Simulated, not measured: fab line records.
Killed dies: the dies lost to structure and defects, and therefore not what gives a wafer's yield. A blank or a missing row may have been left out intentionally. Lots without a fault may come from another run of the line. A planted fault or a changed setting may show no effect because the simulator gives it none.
What tool caused it? | flow nand-harc | 6 lots with 18 wafers sampled at 5 steps, on a route of 1302 steps

== WHAT EACH GAUGE READ, for each wafer ==
NHARC_END_SORT_01.
lot  | measured     | on        | killed-at-array
L119 | day 33 03:26 | prober-01 | 35 29 31

== EACH LOT AND THE TOOL THAT RAN IT (in order: tool; ch and the chambers of the sampled wafers; start) ==
lot  | NHARC_A_SLIT_DEP_23             | NHARC_A_WL_FILL_RTA_01           | NHARC_A_WL_FILL_STRIP_27             | NHARC_A_WL_FILL_ALD_10
L102 | pecvd-01 ch 0,1,2, day 20 12:26 | rtp-anneal-01 ch 0, day 21 02:43 | plasma-asher-02 ch 0,1, day 21 04:08 | ald-hk-02 ch 0,3, day 21 10:37
L107 | pecvd-04 ch 0,1,2, day 22 16:57 | rtp-anneal-01 ch 0, day 23 08:15 | plasma-asher-01 ch 0,1, day 23 09:40 | ald-hk-01 ch 0,1,2, day 23 16:01
L106 | pecvd-03 ch 0,1, day 22 20:38   | rtp-anneal-02 ch 0, day 23 13:35 | plasma-asher-01 ch 0,1, day 23 14:58 | ald-hk-04 ch 1,2,3, day 23 20:51
L115 | pecvd-01 ch 0,1,2, day 26 03:04 | rtp-anneal-02 ch 0, day 26 20:39 | plasma-asher-02 ch 0,1, day 26 22:20 | ald-hk-02 ch 1,2,3, day 27 01:15
L119 | pecvd-03 ch 1,2, day 28 01:05   | rtp-anneal-02 ch 0, day 28 19:59 | plasma-asher-01 ch 0,1, day 28 21:24 | ald-hk-04 ch 1,2,3, day 29 03:34
L122 | pecvd-04 ch 1,2, day 29 06:08   | rtp-anneal-01 ch 0, day 29 20:15 | plasma-asher-02 ch 0,1, day 29 21:40 | ald-hk-02 ch 0,1, day 30 04:34
- NHARC_A_SLIT_DEP_23: deposits SiON, target thk 100 nm.
- NHARC_A_WL_FILL_RTA_01: time 5 s.
- NHARC_A_WL_FILL_STRIP_27: strips in N2/H2, time 20 s.
- NHARC_A_WL_FILL_ALD_10: deposits SiO2, target thk 50 nm, pulse time 10 s, ald cycles 500.

== THE ANSWER, worked out from the rows above alone ==
Rule: usual is defined by the lots themselves. Put in order of their means at a reading, lots are off if they are a third of the lots or fewer, leave a main group of 4 or more, and stand apart from it by a gap of 3 or more times the standard deviation of the main group's means; of several such gaps the widest counts. If all means in a main group match to the digits the tables above print for the reading, that group is not used. A lot without any number at a reading at which 4 lots or more have one is off too. All remaining lots with rows at the step are treated as sound.
No lot is off at any reading shown: from this, nothing can be told.

== WHAT THE SIMULATOR HAD PUT IN ==
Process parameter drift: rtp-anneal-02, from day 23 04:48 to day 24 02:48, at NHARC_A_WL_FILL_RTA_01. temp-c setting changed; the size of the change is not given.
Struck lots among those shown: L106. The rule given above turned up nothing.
